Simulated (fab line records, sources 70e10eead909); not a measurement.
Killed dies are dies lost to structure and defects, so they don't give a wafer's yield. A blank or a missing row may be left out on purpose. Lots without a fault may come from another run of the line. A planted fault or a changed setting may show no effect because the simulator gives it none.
fab line records | flow nand_harc | part 1 of 2: steps 1 to 31 of 46
record lots=5 wafers=15 last_day=33
route steps=1302 shown P_ZERO_WELL@16
lots that met no fault: from a run of the same line without faults
start_h: hours from the record's first day to the start of the lot's first wafer shown | wait_h: hours since the lot's step before | " the same as in the row above | L1.1+2: a row that stands for several wafers | - no value, or no start given | * or withheld: withheld | < > ~ a bound
route shown NAME@n: a module of which the file shows steps, and the number in the route of the first | usual: mean/standard deviation of fault-free wafers | same: alike in all rows | chamber/n: place in a boat | sites: the reading at each site | _std_site: their standard deviation | _edge_site: outer sites' mean less inner sites' | radius_mm: how far each site lies from the wafer's centre | mask NAME#n: copy n | behind: the tool/chamber that last shaped the wafer | hold: why the lot was held/for how many hours/how that ended | device: the transistor (n, p or np) that didn't switch | end of line: the same wafers' tests at the end of the route | a step without rows: its recipe alone | killed: dies lost to structure and defects at the first sort, not the wafer's yield | map: a wafer's dies, x killed, . not, _ none there
set.NAME: the setting as run; set.NAME@STEP: as run at that earlier step | model.NAME: the simulator's own value behind a step, which no gauge read
lots at some steps of the route; a table a step, a row a wafer
services: from which hour (start_h, from the record's first day; less than 0 if before it) a tool's chamber was out of use, for how many hours, and why
## steps
# step NHARC_P_ZERO_WELL_DESCUM_13
# recipe time_s=3 o2_flow_sccm=200 ar_flow_sccm=0 bias_power_w=0 chemistry=O2
# usual chamber_pressure_mTorr=59.99/0.053 drypump_motor_current_A=5.7/0.37 oes_product_au=1.006/0.011 rf_vpp_V=57.8/0.86 showerhead_plenum_p_Torr=1.93/0.073 throttle_valve_pct=11.311/0.0094
# columns lot.wafer tool chamber start_h wait_h chamber_pressure_mTorr drypump_motor_current_A oes_product_au rf_hours_counter_h rf_vpp_V showerhead_plenum_p_Torr throttle_valve_pct
L077.1 rie_diel-05 0 51.41 - 59.99 5.7 1.007 57 58.5 1.88 11.317
L077.2 " 2 " " 60.01 5.7 1.014 58 55.8 1.78 11.307
L077.6 " 3 " " 59.99 5.5 1.021 - 58.2 1.93 11.315
L082.3 rie_diel-05 0 101.30 - 60.00 5.7 1.021 15 57.0 1.88 11.317
L082.6 " 1 " " 60.00 6.3 1.018 - 58.1 2.07 11.314
L082.5 " 2 " " 59.99 5.7 1.015 - 57.8 1.77 11.310
L087.1 rie_diel-06 2 151.28 - 60.02 5.2 0.994 6 57.5 1.98 11.323
L087.3 " 0 " " 60.00 6.1 1.016 4 58.3 1.95 11.304
L087.6 " 2 " " 59.97 5.3 1.001 - 57.8 1.98 11.316
L088.2 rie_diel-12 3 161.42 - 59.91 5.1 0.986 21 57.5 1.97 11.314
L088.4 " 2 " " 60.07 5.4 1.006 - 57.4 2.00 11.316
L088.6 " 3 " " 59.89 5.1 0.990 - 56.3 1.97 11.314
L097.1 rie_diel-06 2 251.28 - 59.96 5.2 0.979 40 56.8 1.97 11.300
L097.2 " 3 " " 59.99 5.2 1.002 34 57.3 1.91 11.300
L097.5 " 1 " " 60.00 5.9 0.997 - 57.3 1.89 11.311
# step NHARC_P_ZERO_WELL_ETCH_65
# recipe target_depth_a=800 overetch_a=240 time_s=87.88 ion_energy_ev=200 n2_flow_sccm=150 h2_flow_sccm=150 ar_flow_sccm=0 rf_w=400 bias_w=150 chemistry=N2/H2
# usual chamber_pressure_mTorr=30.00/0.032 drypump_motor_current_A=5.7/0.38 oes_product_au=1.005/0.012 rf_vpp_V=431.2/2.4 showerhead_plenum_p_Torr=2.06/0.079 throttle_valve_pct=14.172/0.0091
# columns lot.wafer tool chamber start_h wait_h chamber_pressure_mTorr drypump_motor_current_A oes_product_au rf_hours_counter_h rf_vpp_V showerhead_plenum_p_Torr throttle_valve_pct
L077.1 rie_diel-05 1 51.49 0.1 30.04 6.3 1.014 56 425.8 1.88 14.170
L077.2 " 3 " " 30.00 5.5 1.014 57 431.3 2.06 14.181
L077.6 " 2 " " 29.97 5.7 1.018 - 426.1 1.89 14.195
L082.3 rie_diel-05 3 101.36 0.1 29.99 5.5 0.992 17 431.2 2.05 14.165
L082.6 " 3 " " 30.01 5.5 1.003 - 429.9 2.05 14.180
L082.5 " 0 " " 30.02 5.7 1.030 - 429.4 2.00 14.164
L087.3 rie_diel-06 3 151.37 0.1 30.02 5.2 1.000 5 429.4 2.05 14.170
L087.1 " 1 " " 30.00 5.8 1.000 5 429.4 2.03 14.191
L087.6 " 2 " " 29.99 5.3 1.000 - 432.5 2.11 14.155
L088.2 rie_diel-12 2 161.50 0.1 30.04 5.4 1.000 14 433.2 2.13 14.163
L088.6 " 2 " " 29.99 5.4 0.990 - 431.7 2.13 14.187
L088.4 " 3 " " 30.03 5.2 0.990 - 433.0 2.10 14.168
L097.2 rie_diel-06 3 251.36 0.1 30.03 5.2 0.996 34 429.5 2.04 14.163
L097.1 " 1 " " 29.98 5.8 1.002 43 430.4 2.01 14.161
L097.5 " 2 " " 30.01 5.3 0.981 - 433.3 2.10 14.170
# step NHARC_P_ZERO_WELL_ETCH_62
# recipe target_depth_a=130 time_s=6.5 chf3_flow_sccm=50 ar_flow_sccm=200 rf_w=500 bias_w=200 chemistry=CHF3/Ar
# usual chamber_pressure_mTorr=25.00/0.044 drypump_motor_current_A=5.7/0.39 oes_product_au=0.964/0.019 rf_vpp_V=371.2/2 showerhead_plenum_p_Torr=2.37/0.083 throttle_valve_pct=20.217/0.0098
# columns lot.wafer tool chamber start_h wait_h chamber_pressure_mTorr drypump_motor_current_A oes_product_au rf_hours_counter_h rf_vpp_V showerhead_plenum_p_Torr throttle_valve_pct
L077.2 rie_diel-05 3 - - 25.02 5.5 0.978 57 370.0 2.37 20.222
L077.1 " 2 " " 25.04 5.7 0.992 58 367.4 2.18 20.212
L077.6 " 3 " " 25.01 5.5 0.977 - 370.1 2.37 20.204
L082.3 rie_diel-05 3 - - 24.97 5.5 0.956 17 370.2 2.36 20.229
L082.5 " 3 " " 25.00 5.5 0.951 - 370.7 2.36 20.220
L082.6 " 0 " " 25.03 5.6 0.974 - 368.9 2.30 20.214
L087.1 rie_diel-06 3 - - 25.00 5.2 0.963 5 370.7 2.35 20.214
L087.3 " 1 " " 24.97 5.9 0.982 5 370.5 2.33 20.208
L087.6 " 3 " " 25.01 5.2 0.975 - 369.9 2.35 20.213
L088.2 rie_diel-12 3 - - 24.97 5.1 0.941 21 371.2 2.41 20.203
L088.6 " 0 " " 24.96 6.0 0.937 - 371.0 2.38 20.213
L088.4 " 3 " " 25.01 5.1 0.938 - 372.2 2.41 20.185
L097.1 rie_diel-06 2 - - 24.99 5.3 0.963 40 371.4 2.40 20.217
L097.2 " 0 " " 25.01 6.1 0.960 37 372.1 2.38 20.216
L097.5 " 3 " " 25.01 5.2 0.975 - 372.1 2.34 20.202
# step NHARC_P_ZERO_WELL_ETCH_63
# recipe target_depth_a=1200 time_s=40.1 hbr_flow_sccm=150 cl2_flow_sccm=50 rf_w=400 icp_w=400 bias_w=100 chemistry=HBr/Cl2
# usual chamber_pressure_mTorr=15.000/0.013 drypump_motor_current_A=6.0/0.31 oes_product_au=1.008/0.014 throttle_valve_pct=26.406/0.0092
# columns lot.wafer tool chamber start_h wait_h chamber_pressure_mTorr drypump_motor_current_A oes_product_au rf_hours_counter_h throttle_valve_pct
L077.2 rie_si-01 2 51.69 - 15.009 5.5 1.029 0.1 26.407
L077.1 " 3 " " 15.010 5.8 0.997 0.1 26.426
L077.6 " 0 " " 14.978 6.2 1.021 - 26.403
L082.3 rie_si-01 1 101.60 - 14.996 6.4 1.007 0.4 26.394
L082.6 " 3 " " 15.016 5.8 1.007 - 26.401
L082.5 " 0 " " 15.002 6.2 1.028 - 26.408
L087.1 rie_si-05 0 151.55 - 14.978 5.7 1.012 0.0 26.400
L087.3 " 1 " " 14.994 5.6 0.978 0.0 26.416
L087.6 " 3 " " 15.009 6.3 1.010 - 26.411
L088.2 rie_si-05 0 161.76 - 15.006 5.7 1.013 0.1 26.388
L088.4 " 2 " " 15.005 6.3 1.015 0.1 26.406
L088.6 " 1 " " 15.000 5.6 0.997 - 26.396
L097.1 rie_si-03 1 251.54 - 15.011 5.6 1.012 0.1 26.405
L097.2 " 2 " " 14.974 6.4 0.990 0.1 26.406
L097.5 " 2 " " 15.007 6.4 1.000 - 26.414
# step NHARC_P_ZERO_WELL_STRIP_15
# recipe time_s=900 temp_c=130 chemistry=SPM
# columns lot.wafer tool chamber start_h wait_h
L077.1+6+2 wet_bench-07 3,5,7 51.82 -
L082.6+3+5 wet_bench-03 6,0,2 101.73 -
L087.3+6+1 wet_bench-07 0,4,5 151.68 -
L088.6+2+4 wet_bench-05 3,4,6 161.91 -
L097.5+2+1 wet_bench-03 4,7,0 251.71 -
# step NHARC_P_ZERO_WELL_DEHYDRATE_16
# recipe temp_c=150 time_s=120
# columns lot.wafer tool chamber start_h wait_h
L077.1+2+6 litho_track-03 0 52.17 -
L082.3+5+6 litho_track-02 0 102.07 -
L087.1+3+6 litho_track-03 0 152.03 -
L088.2+4+6 litho_track-05 0 162.26 -
L097.1+2+5 litho_track-02 0 252.06 -
# step NHARC_P_ZERO_WELL_HMDS_17
# recipe time_s=30
# columns lot.wafer tool chamber start_h wait_h
L077.1+2+6 litho_track-03 0 - -
L082.3+5+6 litho_track-02 0 - -
L087.1+3+6 litho_track-03 0 - -
L088.2+4+6 litho_track-05 0 - -
L097.1+2+5 litho_track-02 0 - -
# step NHARC_P_ZERO_WELL_COAT_18
# recipe spin_rpm=withheld
# columns lot.wafer tool chamber start_h wait_h
L077.1+2+6 litho_track-03 0 - -
L082.3+5+6 litho_track-02 0 - -
L087.1+3+6 litho_track-03 0 - -
L088.2+4+6 litho_track-05 0 - -
L097.1+2+5 litho_track-02 0 - -
# step NHARC_P_ZERO_WELL_SOFTBAKE_19
# recipe temp_c=122 time_s=95
# columns lot.wafer tool chamber start_h wait_h
L077.1+2+6 litho_track-03 0 - -
L082.3+5+6 litho_track-02 0 - -
L087.1+3+6 litho_track-03 0 - -
L088.2+4+6 litho_track-05 0 - -
L097.1+2+5 litho_track-02 0 - -
# step NHARC_P_ZERO_WELL_EBR_20
# columns lot.wafer tool chamber start_h wait_h
L077.1+2+6 litho_track-03 0 - -
L082.3+5+6 litho_track-02 0 - -
L087.1+3+6 litho_track-03 0 - -
L088.2+4+6 litho_track-05 0 - -
L097.1+2+5 litho_track-02 0 - -
# step NHARC_P_ZERO_WELL_EXPOSE_21
# recipe na=0.6 target_cd_nm=720 dose_mj=22.31 mask_id=P_NWELL
# columns lot.wafer tool chamber start_h wait_h mask
L077.1+2+6 krf_scanner-02 0 52.31 - P_NWELL#0
L082.3+5+6 krf_scanner-01 0 102.35 - P_NWELL#0
L087.1+3+6 krf_scanner-01 0 152.30 - P_NWELL#0
L088.2+4+6 krf_scanner-02 0 162.53 - P_NWELL#0
L097.1+2+5 krf_scanner-02 0 252.20 - P_NWELL#0
# step NHARC_P_ZERO_WELL_PEB_22
# recipe peb_temp_c=118 peb_time_s=85
# columns lot.wafer tool chamber start_h wait_h
L077.1+2+6 litho_track-05 0 52.38 0.1
L082.3+5+6 litho_track-02 0 102.41 0.1
L087.1+3+6 litho_track-02 0 152.37 0.1
L088.2+4+6 litho_track-03 0 162.59 0.1
L097.1+2+5 litho_track-02 0 252.26 0.1
# step NHARC_P_ZERO_WELL_DEVELOP_23
# recipe time_s=70
# columns lot.wafer tool chamber start_h wait_h
L077.1+2+6 litho_track-05 0 - -
L082.3+5+6 litho_track-02 0 - -
L087.1+3+6 litho_track-02 0 - -
L088.2+4+6 litho_track-03 0 - -
L097.1+2+5 litho_track-02 0 - -
# step NHARC_P_ZERO_WELL_CD_MEAS_24
# recipe target_cd_nm=720 landing_energy_ev=500
# usual cd_nm=720.5/2.1
# columns lot.wafer tool chamber start_h wait_h cd_nm
L077.1 cd_sem-01 0 52.47 - 716.8
L077.2 " 0 " " 721.5
L077.6 " 0 " " 718.8
L082.3 cd_sem-03 0 102.50 - 716.6
L082.5 " 0 " " 720.4
L082.6 " 0 " " 717.1
L087.1 cd_sem-03 0 152.46 - 723.7
L087.3 " 0 " " 719.0
L087.6 " 0 " " 719.7
L088.2 cd_sem-03 0 162.69 - 721.2
L088.4 " 0 " " 720.2
L088.6 " 0 " " 721.7
L097.1 cd_sem-02 0 252.35 - 718.9
L097.2 " 0 " " 718.1
L097.5 " 0 " " 719.0
# step NHARC_P_ZERO_WELL_HARDBAKE_25
# recipe temp_c=125 time_s=80
# columns lot.wafer tool chamber start_h wait_h
L077.1+2+6 litho_track-05 0 52.55 -
L082.3+5+6 litho_track-02 0 102.58 -
L087.1+3+6 litho_track-05 0 152.54 -
L088.2+4+6 litho_track-02 0 162.77 -
L097.1+2+5 litho_track-03 0 252.43 -
# step NHARC_P_ZERO_WELL_DESCUM_26
# recipe time_s=3 o2_flow_sccm=200 ar_flow_sccm=0 bias_power_w=0 chemistry=O2
# usual chamber_pressure_mTorr=60.00/0.058 drypump_motor_current_A=5.7/0.4 oes_product_au=1.006/0.01 rf_vpp_V=57.9/0.88 showerhead_plenum_p_Torr=1.93/0.07 throttle_valve_pct=11.312/0.0096
# columns lot.wafer tool chamber start_h wait_h chamber_pressure_mTorr drypump_motor_current_A oes_product_au rf_hours_counter_h rf_vpp_V showerhead_plenum_p_Torr throttle_valve_pct
L077.2 rie_diel-12 0 52.63 - 60.00 6.0 1.006 37 56.3 1.96 11.299
L077.1 " 2 " " 59.92 5.4 0.995 37 58.0 2.00 11.315
L077.6 " 0 " " 59.97 5.9 1.004 - 57.5 1.96 11.313
L082.3 rie_diel-06 3 102.66 - 60.00 5.2 0.998 49 57.9 1.92 11.306
L082.6 " 3 " " 59.96 5.2 0.996 - 58.7 1.92 11.288
L082.5 " 0 " " 59.97 6.1 0.998 - 58.4 1.96 11.298
L087.1 rie_diel-06 3 152.63 - 60.00 5.2 0.990 5 58.2 1.92 11.307
L087.3 " 1 " " 60.07 5.8 1.003 5 58.2 1.90 11.309
L087.6 " 2 " " 60.06 5.2 1.004 - 57.4 1.98 11.323
L088.4 rie_diel-05 1 162.85 - 60.07 6.3 0.997 40 58.5 2.06 11.303
L088.2 " 2 " " 60.03 5.7 1.011 41 58.2 1.76 11.305
L088.6 " 0 " " 60.07 5.7 1.022 - 55.7 1.87 11.309
L097.1 rie_diel-12 0 252.54 - 59.95 6.0 0.997 51 58.5 1.94 11.314
L097.2 " 1 " " 60.01 6.3 1.033 37 58.5 1.92 11.313
L097.5 " 3 " " 59.93 5.2 1.003 - 57.9 1.96 11.313
# step NHARC_P_ZERO_WELL_IMPLANT_27
# recipe energy_kev=600 dose_cm2=1e+13 tilt_deg=7
# same implant_ion_amu=31
# columns lot.wafer tool chamber start_h wait_h
L077.1+2+6 implanter-01 0 52.77 0.1
L082.3+5+6 implanter-01 0 102.86 0.2
L087.1+3+6 implanter-01 0 152.76 0.1
L088.2+4+6 implanter-02 0 163.02 0.1
L097.1+2+5 implanter-01 0 252.66 0.1
# step NHARC_P_ZERO_WELL_IMPLANT_57
# recipe energy_kev=250 dose_cm2=4e+12 tilt_deg=7
# same implant_ion_amu=31
# columns lot.wafer tool chamber start_h wait_h
L077.1+2+6 implanter-01 0 52.95 0.1
L082.3+5+6 implanter-01 0 103.04 0.1
L087.1+3+6 implanter-01 0 152.94 0.1
L088.2+4+6 implanter-02 0 163.20 0.2
L097.1+2+5 implanter-01 0 252.84 0.1
# step NHARC_P_ZERO_WELL_IMPLANT_58
# recipe energy_kev=100 dose_cm2=2e+12 tilt_deg=7
# same implant_ion_amu=75
# columns lot.wafer tool chamber start_h wait_h
L077.1+2+6 implanter-01 0 53.13 0.2
L082.3+5+6 implanter-01 0 103.22 0.2
L087.1+3+6 implanter-01 0 153.12 0.1
L088.2+4+6 implanter-02 0 163.38 0.2
L097.1+2+5 implanter-01 0 253.02 0.1
# step NHARC_P_ZERO_WELL_STRIP_28
# recipe time_s=840 temp_c=130 chemistry=SPM
# columns lot.wafer tool chamber start_h wait_h
L077.2+1+6 wet_bench-07 6,1,3 53.35 0.2
L082.5+3+6 wet_bench-05 5,7,0 103.39 0.1
L087.3+1+6 wet_bench-03 3,5,7 153.34 0.1
L088.2+4+6 wet_bench-03 4,0,1 163.57 0.2
L097.1+5+2 wet_bench-05 3,4,5 253.23 0.2
# step NHARC_P_ZERO_WELL_DEHYDRATE_29
# recipe temp_c=150 time_s=120
# columns lot.wafer tool chamber start_h wait_h
L077.1+2+6 litho_track-05 0 53.68 -
L082.3+5+6 litho_track-02 0 103.71 -
L087.1+3+6 litho_track-02 0 153.66 -
L088.2+4+6 litho_track-05 0 163.90 -
L097.1+2+5 litho_track-03 0 253.56 -
# step NHARC_P_ZERO_WELL_HMDS_30
# recipe time_s=30
# columns lot.wafer tool chamber start_h wait_h
L077.1+2+6 litho_track-05 0 - -
L082.3+5+6 litho_track-02 0 - -
L087.1+3+6 litho_track-02 0 - -
L088.2+4+6 litho_track-05 0 - -
L097.1+2+5 litho_track-03 0 - -
# step NHARC_P_ZERO_WELL_COAT_31
# recipe spin_rpm=withheld
# columns lot.wafer tool chamber start_h wait_h
L077.1+2+6 litho_track-05 0 - -
L082.3+5+6 litho_track-02 0 - -
L087.1+3+6 litho_track-02 0 - -
L088.2+4+6 litho_track-05 0 - -
L097.1+2+5 litho_track-03 0 - -
# step NHARC_P_ZERO_WELL_SOFTBAKE_32
# recipe temp_c=122 time_s=95
# columns lot.wafer tool chamber start_h wait_h
L077.1+2+6 litho_track-05 0 - -
L082.3+5+6 litho_track-02 0 - -
L087.1+3+6 litho_track-02 0 - -
L088.2+4+6 litho_track-05 0 - -
L097.1+2+5 litho_track-03 0 - -
# step NHARC_P_ZERO_WELL_EBR_33
# columns lot.wafer tool chamber start_h wait_h
L077.1+2+6 litho_track-05 0 - -
L082.3+5+6 litho_track-02 0 - -
L087.1+3+6 litho_track-02 0 - -
L088.2+4+6 litho_track-05 0 - -
L097.1+2+5 litho_track-03 0 - -
# step NHARC_P_ZERO_WELL_EXPOSE_34
# recipe na=0.6 target_cd_nm=720 dose_mj=22.31 mask_id=P_PWELL
# columns lot.wafer tool chamber start_h wait_h mask
L077.1+2+6 krf_scanner-02 0 53.95 - P_PWELL#0
L082.3+5+6 krf_scanner-02 0 103.99 - P_PWELL#0
L087.1+3+6 krf_scanner-03 0 153.93 - P_PWELL#0
L088.2+4+6 krf_scanner-03 0 164.05 - P_PWELL#0
L097.1+2+5 krf_scanner-02 0 253.70 - P_PWELL#0
# step NHARC_P_ZERO_WELL_PEB_35
# recipe peb_temp_c=118 peb_time_s=85
# columns lot.wafer tool chamber start_h wait_h
L077.1+2+6 litho_track-03 0 54.02 0.1
L082.3+5+6 litho_track-02 0 104.04 0.1
L087.1+3+6 litho_track-02 0 154.00 0.1
L088.2+4+6 litho_track-05 0 164.11 0.1
L097.1+2+5 litho_track-05 0 253.78 0.1
# step NHARC_P_ZERO_WELL_DEVELOP_36
# recipe time_s=70
# columns lot.wafer tool chamber start_h wait_h
L077.1+2+6 litho_track-03 0 - -
L082.3+5+6 litho_track-02 0 - -
L087.1+3+6 litho_track-02 0 - -
L088.2+4+6 litho_track-05 0 - -
L097.1+2+5 litho_track-05 0 - -
# step NHARC_P_ZERO_WELL_CD_MEAS_37
# recipe target_cd_nm=720 landing_energy_ev=500
# usual cd_nm=720.6/2.5
# columns lot.wafer tool chamber start_h wait_h cd_nm
L077.1 cd_sem-03 0 54.11 - 721.1
L077.2 " 0 " " 721.0
L077.6 " 0 " " 721.9
L082.3 cd_sem-02 0 104.14 - 720.3
L082.5 " 0 " " 723.6
L082.6 " 0 " " 724.1
L087.1 cd_sem-02 0 154.09 - 720.5
L087.3 " 0 " " 724.9
L087.6 " 0 " " 722.5
L088.2 cd_sem-01 0 164.20 - 716.7
L088.4 " 0 " " 718.6
L088.6 " 0 " " 719.8
L097.1 cd_sem-02 0 253.87 - 717.3
L097.2 " 0 " " 721.1
L097.5 " 0 " " 723.0
# step NHARC_P_ZERO_WELL_HARDBAKE_38
# recipe temp_c=125 time_s=80
# columns lot.wafer tool chamber start_h wait_h
L077.1+2+6 litho_track-05 0 54.19 -
L082.3+5+6 litho_track-02 0 104.22 -
L087.1+3+6 litho_track-05 0 154.16 -
L088.2+4+6 litho_track-03 0 164.28 -
L097.1+2+5 litho_track-02 0 253.95 -
# step NHARC_P_ZERO_WELL_DESCUM_39
# recipe time_s=3 o2_flow_sccm=200 ar_flow_sccm=0 bias_power_w=0 chemistry=O2
# usual chamber_pressure_mTorr=60.00/0.056 drypump_motor_current_A=5.7/0.4 oes_product_au=1.004/0.01 rf_vpp_V=57.8/0.87 showerhead_plenum_p_Torr=1.94/0.061 throttle_valve_pct=11.311/0.0095
# columns lot.wafer tool chamber start_h wait_h chamber_pressure_mTorr drypump_motor_current_A oes_product_au rf_hours_counter_h rf_vpp_V showerhead_plenum_p_Torr throttle_valve_pct
L077.1 rie_diel-12 3 54.29 - 59.98 5.1 1.002 38 56.5 1.98 11.322
L077.2 " 0 " " 60.02 6.0 1.003 38 58.5 1.96 11.305
L077.6 " 1 " " 60.00 6.3 1.012 - 58.5 1.94 11.317
L082.3 rie_diel-12 0 104.29 - 59.99 6.0 0.989 1 58.3 1.95 11.310
L082.6 " 0 " " 59.98 5.9 0.998 - 57.0 1.95 11.300
L082.5 " 1 " " 60.00 6.2 0.993 - 57.5 1.94 11.314
L087.1 rie_diel-05 0 154.30 - 59.92 5.7 1.029 31 57.5 1.88 11.309
L087.3 " 2 " " 60.12 5.7 1.001 38 56.8 1.76 11.312
L087.6 " 0 " " 59.96 5.6 1.018 - 58.1 1.88 11.313
L088.2 rie_diel-12 2 164.42 - 60.07 5.4 0.987 15 57.8 2.00 11.290
L088.4 " 0 " " 59.99 6.0 1.002 - 57.6 1.95 11.316
L088.6 " 2 " " 60.04 5.4 1.002 - 57.6 2.00 11.299
L097.1 rie_diel-12 0 254.04 - 60.05 6.0 0.983 52 57.9 1.94 11.317
L097.2 " 2 " " 60.07 5.4 0.998 47 57.8 1.99 11.309
L097.5 " 0 " " 59.90 6.0 0.992 - 56.6 1.94 11.314
